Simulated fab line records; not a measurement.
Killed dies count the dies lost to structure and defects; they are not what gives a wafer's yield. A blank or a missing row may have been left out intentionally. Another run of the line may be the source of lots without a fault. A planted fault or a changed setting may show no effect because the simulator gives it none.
Chamber matching :: flow nandHarc :: rieDiel-08 running NHARC_A_M1_STRIP_18: 4 sister chambers
The step strips in N2/H2. 4 wafers are shown with their chamber, then 7 later ones without.

## EACH WAFER AND ITS CHAMBER
wafer: L952.1
chamber: 1
throttleValvePct (%): 14.168

wafer: L952.3
chamber: 3
throttleValvePct (%): 14.160

wafer: L952.4
chamber: 2
throttleValvePct (%): 14.173

wafer: L958.4
chamber: 0
throttleValvePct (%): 14.173

## WAFERS WITH NO CHAMBER GIVEN
wafer: L958.6
throttleValvePct (%): 14.173

wafer: L956.1
throttleValvePct (%): 14.178

wafer: L956.4
throttleValvePct (%): 14.180

wafer: L956.6
throttleValvePct (%): 14.168

wafer: L957.2
throttleValvePct (%): 14.169

wafer: L957.3
throttleValvePct (%): 14.179

wafer: L957.6
throttleValvePct (%): 14.168

## CHAMBER TAKEN BY EACH
wafer: L958.6
from the rows above: can't be placed: 0 or 2 or 1
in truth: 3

wafer: L956.1
from the rows above: can't be placed: 0 or 2 or 1
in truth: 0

wafer: L956.4
from the rows above: can't be placed: 0 or 2 or 1
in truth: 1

wafer: L956.6
from the rows above: can't be placed: 1 or 0 or 2
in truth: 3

wafer: L957.2
from the rows above: can't be placed: 1 or 0 or 2
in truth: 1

wafer: L957.3
from the rows above: can't be placed: 0 or 2 or 1
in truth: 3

wafer: L957.6
from the rows above: can't be placed: 1 or 0 or 2
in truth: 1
Placed correctly: 0 of 7. Not placeable from these rows: 7 (in 4, the candidates include the true chamber). Number placed wrongly: 0.
How it was worked out, from the rows above alone: a wafer's distance from a chamber is the root of the sum, over the readings, of the square of ((its reading less the chamber's mean) divided by the reading's scatter). If the next closest chamber is less than 2 further off than the closest, the wafer can't be placed; otherwise it belongs to the closest. For every chamber, the mean is computed from those of its wafers that are shown. The scatter: with one shown wafer a chamber, the root of the mean of the squares of how far each hidden wafer lies from its nearest shown one.
